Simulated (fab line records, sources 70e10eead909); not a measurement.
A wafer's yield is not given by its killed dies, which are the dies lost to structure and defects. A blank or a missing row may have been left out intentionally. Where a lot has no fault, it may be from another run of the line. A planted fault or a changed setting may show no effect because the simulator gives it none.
Struck lot and sound lot, side by side :: flow nand harc :: 42 out of 1302 route steps
Sound: these wafers, L277.1, L277.2, L277.4. Wafers L284.2, L284.3, L284.6 were the ones struck. At the end, the cause is stated.
Per side, at each step with rows, come the tool, then ch with its chambers, and then its first start. Under that, the readings that differ: sound wafers :: struck wafers :: difference of the means :: sigmas: that difference in standard deviations of wafers without a fault.
alike: words and numbers the same on both sides, and readings whose means are apart by under 2 such deviations; not compared: readings that were withheld, readings missing a value for some wafer, numbers with overlapping values and no deviation given by the record, and bounds like >300 which may hide the same value.
The two part at a step that has a row with sigmas, a row that says differs or no value, or rows on one side only. Numbers that don't overlap but have no deviation are shown without sigmas and don't part them. Lack of a reading on every wafer of one side parts them only where that side has two or more wafers.

NHARC_P_GATE_STRIP_101: strips in O2, time 20 s.
  sound on rie diel-04 ch 0,1,2, day 11 18:27; struck on rie diel-10 ch 0,2,3, day 14 05:12
  alike: drypump motor current A, oes product au, rf vpp V, showerhead plenum p Torr, throttle valve pct
  not compared: rf hours counter h
then, 11 steps without rows for these wafers: NHARC_P_GATE_PRECLEAN_97 (cleans in SPM, time 600 s); NHARC_P_GATE_SRD_98; NHARC_P_GATE_PRECLEAN_99 (cleans in SC1); NHARC_P_GATE_SRD_100; NHARC_P_GATE_DEHYDRATE_38 (time 120 s); NHARC_P_GATE_HMDS_39 (time 30 s); NHARC_P_GATE_COAT_40; NHARC_P_GATE_SOFTBAKE_41 (time 95 s); NHARC_P_GATE_EBR_42; NHARC_P_GATE_EXPOSE_43 (exposes mask P NSD, target cd 720 nm); NHARC_P_GATE_PEB_44 (peb time 85 s).
NHARC_P_GATE_DEVELOP_45: time 70 s.
  sound on litho track-07 ch 0, day 11 19:00; struck on litho track-07 ch 0, day 14 06:00
then, 1 step without rows for these wafers: NHARC_P_GATE_HARDBAKE_47 (time 80 s).
NHARC_P_GATE_DESCUM_48: chemistry O2, time 3 s.
  sound on rie diel-04 ch 0,1,2, day 11 19:37; struck on rie diel-10 ch 1,2,3, day 14 06:18
reading: model.P_GATE.cd nm (nm)
sound: 718 718.1 717.6
struck: 117.7 120.3 120.2
difference: -598.5
sigmas: 
  alike: drypump motor current A, oes product au, rf vpp V, showerhead plenum p Torr, throttle valve pct
  not compared: rf hours counter h
after that, 1 step had no rows for these wafers: NHARC_P_GATE_IMPLANT_49.
NHARC_P_GATE_STRIP_111: strips in N2/H2, time 250 s.
  sound on plasma asher-02 ch 0,1, day 11 19:59; struck on plasma asher-02 ch 0,1, day 14 06:38
  alike: drypump motor current A, heater power w
  not compared: rf hours counter h
then, 11 steps without rows for these wafers: NHARC_P_GATE_STRIP_75 (strips in O2); NHARC_P_GATE_STRIP_50 (strips in SPM, time 900 s); NHARC_P_GATE_DEHYDRATE_51 (time 120 s); NHARC_P_GATE_HMDS_52 (time 30 s); NHARC_P_GATE_COAT_53; NHARC_P_GATE_SOFTBAKE_54 (time 95 s); NHARC_P_GATE_EBR_55; NHARC_P_GATE_EXPOSE_56 (exposes mask P PSD, target cd 720 nm); NHARC_P_GATE_PEB_57 (peb time 85 s); NHARC_P_GATE_DEVELOP_58 (time 70 s); NHARC_P_GATE_HARDBAKE_60 (time 80 s).
NHARC_P_GATE_DESCUM_61: chemistry O2, time 3 s.
  sound on rie diel-10 ch 0,2,3, day 11 21:23; struck on rie diel-04 ch 1,2, day 14 07:55
  alike: drypump motor current A, oes product au, rf vpp V, showerhead plenum p Torr, throttle valve pct
  not compared: rf hours counter h
after that, 1 step had no rows for these wafers: NHARC_P_GATE_IMPLANT_62.
NHARC_P_GATE_STRIP_112: strips in N2/H2, time 200 s.
  sound on plasma asher-01 ch 0,1, day 11 21:45; struck on plasma asher-01 ch 1, day 14 08:17
  alike: drypump motor current A, heater power w
  not compared: rf hours counter h
NHARC_P_GATE_STRIP_76: strips in O2.
  sound on plasma asher-01 ch 0,1, day 11 22:01; struck on plasma asher-01 ch 1, day 14 08:32
  alike: drypump motor current A, heater power w
  not compared: rf hours counter h
then, 8 steps without rows for these wafers: NHARC_P_GATE_STRIP_63 (strips in SPM, time 900 s); NHARC_P_GATE_DEHYDRATE_83 (time 120 s); NHARC_P_GATE_HMDS_84 (time 30 s); NHARC_P_GATE_COAT_85; NHARC_P_GATE_SOFTBAKE_86 (time 95 s); NHARC_P_GATE_EBR_87; NHARC_P_GATE_EXPOSE_88 (exposes mask P HVN, target cd 2000 nm); NHARC_P_GATE_PEB_89 (peb time 85 s).
NHARC_P_GATE_DESCUM_93: chemistry O2, time 3 s.
  sound on rie diel-12 ch 0,1,2, day 11 22:58; struck on rie diel-10 ch 0,3, day 14 09:38
reading: model.P_GATE.cd nm (nm)
sound: 2002 2000 2000
struck: 117.7 120.3 120.2
difference: -1881.3
sigmas: 
  alike: drypump motor current A, oes product au, rf vpp V, showerhead plenum p Torr, throttle valve pct
  not compared: rf hours counter h
-- break in the record here, with 19 days between the starts of the struck wafers on either side (left off in module P_GATE, picked up again in module END, where the first step shown is number 1302 on the route) --
NHARC_END_SORT_01:
  at this point the record logs the struck wafers (prober-02 ch 0, day 33 11:38) and has no rows for the sound ones

WHERE THEY PART
Only at NHARC_END_SORT_01, as far as this record shows.

WHY: what the simulator had put in
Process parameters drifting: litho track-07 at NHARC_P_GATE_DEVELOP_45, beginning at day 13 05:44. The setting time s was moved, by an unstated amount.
